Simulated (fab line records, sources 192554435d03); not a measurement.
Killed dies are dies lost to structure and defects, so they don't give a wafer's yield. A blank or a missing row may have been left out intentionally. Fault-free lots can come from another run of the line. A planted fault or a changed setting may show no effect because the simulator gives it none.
Chamber matching | flow n5_finfet | pecvd-02 running N5_BEOL_M5_ILD_DEP_00: 3 sister chambers
The step deposits SiCOH lowk from DEMS/porogen, target thk 140.64 nm, time 25.9 s. 3 wafers are shown with their chamber, then 8 later ones without.

== EACH WAFER AND ITS CHAMBER ==
wafer  | chamber | throttle_valve_pct (%)
L082.6 | 2       | 13.6
L084.6 | 1       | 14.6
L086.3 | 0       | 14.3

== WAFERS MISSING THEIR CHAMBER ==
wafer  | throttle_valve_pct (%)
L086.4 | 14.1
L086.6 | 13.9
L088.3 | 14.1
L088.4 | 14.6
L088.5 | 14.1
L094.2 | 14.7
L094.3 | 14.1
L094.5 | 14.6

== CHAMBER TAKEN BY EACH ==
wafer  | from the rows above          | in truth
L086.4 | can't be placed: 0 or 1 or 2 | 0
L086.6 | can't be placed: 2 or 0      | 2
L088.3 | can't be placed: 0 or 1 or 2 | 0
L088.4 | can't be placed: 1 or 0      | 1
L088.5 | can't be placed: 0 or 1 or 2 | 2
L094.2 | can't be placed: 1 or 0      | 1
L094.3 | can't be placed: 0 or 1 or 2 | 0
L094.5 | can't be placed: 1 or 0      | 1
Placed correctly: 0 of 8. Unplaceable from these rows: 8, with the true chamber sitting among the candidates in 8. Placed wrongly: 0.
How it was worked out, from the rows above alone: a wafer's distance from a chamber is the root of the sum, over the readings, of the square of ((its reading less the chamber's mean) divided by the reading's scatter). The wafer belongs to the nearest chamber; if the next one is less than 2 further off, it can't be placed. A chamber's mean is the mean of its shown wafers. The scatter: with one shown wafer a chamber, the root of the mean of the squares of how far each hidden wafer lies from its nearest shown one.
